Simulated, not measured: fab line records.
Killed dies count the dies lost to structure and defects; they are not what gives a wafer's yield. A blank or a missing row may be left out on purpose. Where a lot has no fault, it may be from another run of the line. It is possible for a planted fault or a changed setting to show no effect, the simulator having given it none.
Which of the tools did it? -- flow nand harc -- 72 wafers from 24 lots sampled at 3 of the route's 1302 steps

## WHAT EACH GAUGE READ, for each wafer
NHARC_A_M0_INSPECT_27.
lot,measured,on,raw defect count
L077,day 23 17:21,defect inspect-02,496 764 569
L074,day 23 19:47,defect inspect-02,461 481 425
L075,day 24 03:16,defect inspect-01,366 417 631
L076,day 24 08:03,defect inspect-01,514 506 475
L078,day 25 00:30,defect inspect-02,444 488 590
L079,day 25 04:17,defect inspect-02,602 418 401
L081,day 25 10:59,defect inspect-02,440 439 373
L080,day 25 13:43,defect inspect-02,458 578 465
L082,day 26 16:22,defect inspect-02,493 382 428
L083,day 27 08:13,defect inspect-01,639 446 379
L084,day 27 08:42,defect inspect-02,571 568 597
L085,day 27 14:47,defect inspect-01,473 427 426
L086,day 27 20:03,defect inspect-02,541 529 611
L087,day 28 00:56,defect inspect-01,714 853 698
L089,day 28 20:53,defect inspect-01,514 778 710
L088,day 28 22:11,defect inspect-01,473 359 636
L090,day 30 09:16,defect inspect-02,682 426 417
L092,day 30 16:38,defect inspect-02,462 408 456
L091,day 30 18:26,defect inspect-01,494 355 455
L093,day 30 20:58,defect inspect-02,351 411 476
L094,day 31 01:26,defect inspect-01,653 415 556
L095,day 32 01:49,defect inspect-01,373 376 514
L097,day 32 13:40,defect inspect-01,699 519 529
L096,day 33 01:20,defect inspect-02,774 726 707

NHARC_A_M1_CD_MEAS_09: target cd 120 nm.
lot,measured,on,cd nm (nm)
L077,day 23 18:48,cd sem-02,120.0 119.2 120.4
L074,day 23 21:21,cd sem-01,119.3 119.8 119.2
L075,day 24 04:50,cd sem-02,120.1 120.1 119.7
L076,day 24 09:39,cd sem-02,118.9 120.6 119.3
L078,day 25 01:54,cd sem-01,120.4 120.0 120.1
L079,day 25 05:40,cd sem-03,120.5 120.3 120.5
L081,day 25 12:23,cd sem-01,118.8 119.1 119.5
L080,day 25 15:05,cd sem-01,120.8 121.4 120.7
L082,day 26 17:45,cd sem-01,120.0 121.3 121.3
L083,day 27 09:35,cd sem-03,120.6 120.6 120.6
L084,day 27 10:18,cd sem-03,120.4 121.2 120.6
L085,day 27 16:10,cd sem-01,119.6 119.8 118.9
L086,day 27 21:19,cd sem-02,120.4 119.7 121.0
L087,day 28 02:13,cd sem-02,119.8 119.0 119.9
L089,day 28 22:08,cd sem-03,120.3 119.5 119.1
L088,day 28 23:37,cd sem-03,120.5 120.3 121.3
L090,day 30 10:32,cd sem-01,119.8 119.9 120.4
L092,day 30 18:01,cd sem-01,121.9 121.5 121.1
L091,day 30 19:44,cd sem-03,119.8 119.4 119.6
L093,day 30 22:22,cd sem-03,119.8 120.2 120.2
L094,day 31 02:47,cd sem-02,119.7 119.8 119.8
L095,day 32 03:12,cd sem-03,120.0 120.0 120.5
L097,day 32 15:04,cd sem-02,120.3 120.5 119.2
L096,day 33 02:53,cd sem-02,120.6 121.1 120.4

## WHAT TOOL EACH LOT RAN ON (gives the tool, then ch and the chambers of the sampled wafers, and finally the start)
lot,NHARC_A_M0_ETCH_15
L077,"rie diel-05 ch 1,2, day 23 17:21 or earlier"
L074,"rie diel-06 ch 0,2,3, day 23 19:47 or earlier"
L075,"rie diel-05 ch 2,3, day 24 03:16 or earlier"
L076,"rie diel-05 ch 0,2,3, day 24 08:03 or earlier"
L078,"rie diel-06 ch 1,2, day 25 00:30 or earlier"
L079,"rie diel-01 ch 0,1, day 25 04:17 or earlier"
L081,"rie diel-01 ch 2,3, day 25 10:59 or earlier"
L080,"rie diel-06 ch 0,2,3, day 25 13:43 or earlier"
L082,"rie diel-05 ch 0,1,2, day 26 16:22 or earlier"
L083,"rie diel-01 ch 0,1,3, day 27 08:13 or earlier"
L084,"rie diel-05 ch 0,2,3, day 27 08:42 or earlier"
L085,"rie diel-01 ch 1,2,3, day 27 14:47 or earlier"
L086,"rie diel-01 ch 0,2, day 27 20:03 or earlier"
L087,"rie diel-01 ch 0,1, day 28 00:56 or earlier"
L089,"rie diel-05 ch 0,3, day 28 20:53 or earlier"
L088,"rie diel-05 ch 0,1,3, day 28 22:11 or earlier"
L090,"rie diel-05 ch 1,2, day 30 09:16 or earlier"
L092,"rie diel-05 ch 0,2,3, day 30 16:38 or earlier"
L091,"rie diel-01 ch 0,1,3, day 30 18:26 or earlier"
L093,"rie diel-05 ch 0,2,3, day 30 20:58 or earlier"
L094,"rie diel-01 ch 1,2, day 31 01:26 or earlier"
L095,"rie diel-05 ch 0,1,3, day 32 01:49 or earlier"
L097,"rie diel-06 ch 1,2, day 32 13:40 or earlier"
L096,"rie diel-01 ch 1,3, day 33 01:20 or earlier"
- NHARC_A_M0_ETCH_15: etches the open film in C4F8/Ar, target depth 150 nm, overetch 15 nm, time 82.5 s.

## AS READ BY THE TOOLS THEMSELVES (means over the sampled wafers that have a number; for cases with no such wafer, the mark the record gives instead)
NHARC_A_M0_ETCH_15.
lot,tool,oes product au (a.u.),rf vpp V (V)
L077,rie diel-05,0.930,440.3
L074,rie diel-06,0.949,440.7
L075,rie diel-05,0.927,441.1
L076,rie diel-05,0.924,441.1
L078,rie diel-06,0.924,437.5
L079,rie diel-01,0.982,439.4
L081,rie diel-01,0.957,442.4
L080,rie diel-06,0.927,441.7
L082,rie diel-05,0.985,440.2
L083,rie diel-01,0.963,439.0
L084,rie diel-05,0.970,441.7
L085,rie diel-01,0.967,441.6
L086,rie diel-01,0.949,439.6
L087,rie diel-01,0.976,438.3
L089,rie diel-05,0.930,443.6
L088,rie diel-05,0.926,442.0
L090,rie diel-05,0.951,439.0
L092,rie diel-05,0.928,442.0
L091,rie diel-01,0.974,438.8
L093,rie diel-05,0.968,441.6
L094,rie diel-01,0.931,444.5
L095,rie diel-05,0.931,441.3
L097,rie diel-06,0.912,439.0
L096,rie diel-01,0.959,439.7

## THE ANSWER, worked out from the rows above alone
Rule: the lots themselves supply what counts as usual. Put in order of their means at a reading, lots are off if they are a third of the lots or fewer, leave a main group of 4 or more, and stand apart from it by a gap of 3 or more times the standard deviation of the main group's means; of several such gaps the widest counts. Not used: any main group whose means are identical at the precision the tables above print for the reading. Also off: a lot with no number at a reading for which 4 or more lots have one. All remaining lots with rows at the step are treated as sound. After the gauges, taken in route order, come the tools' own readings; for these a lot's mean is taken, as printed above. At the first step where some lot is off, the reading lying furthest off is the one used; lots without a number count as furthest.
Nothing can be told from this: no lot is off at any reading shown.

## WHAT WAS PUT IN BY THE SIMULATOR
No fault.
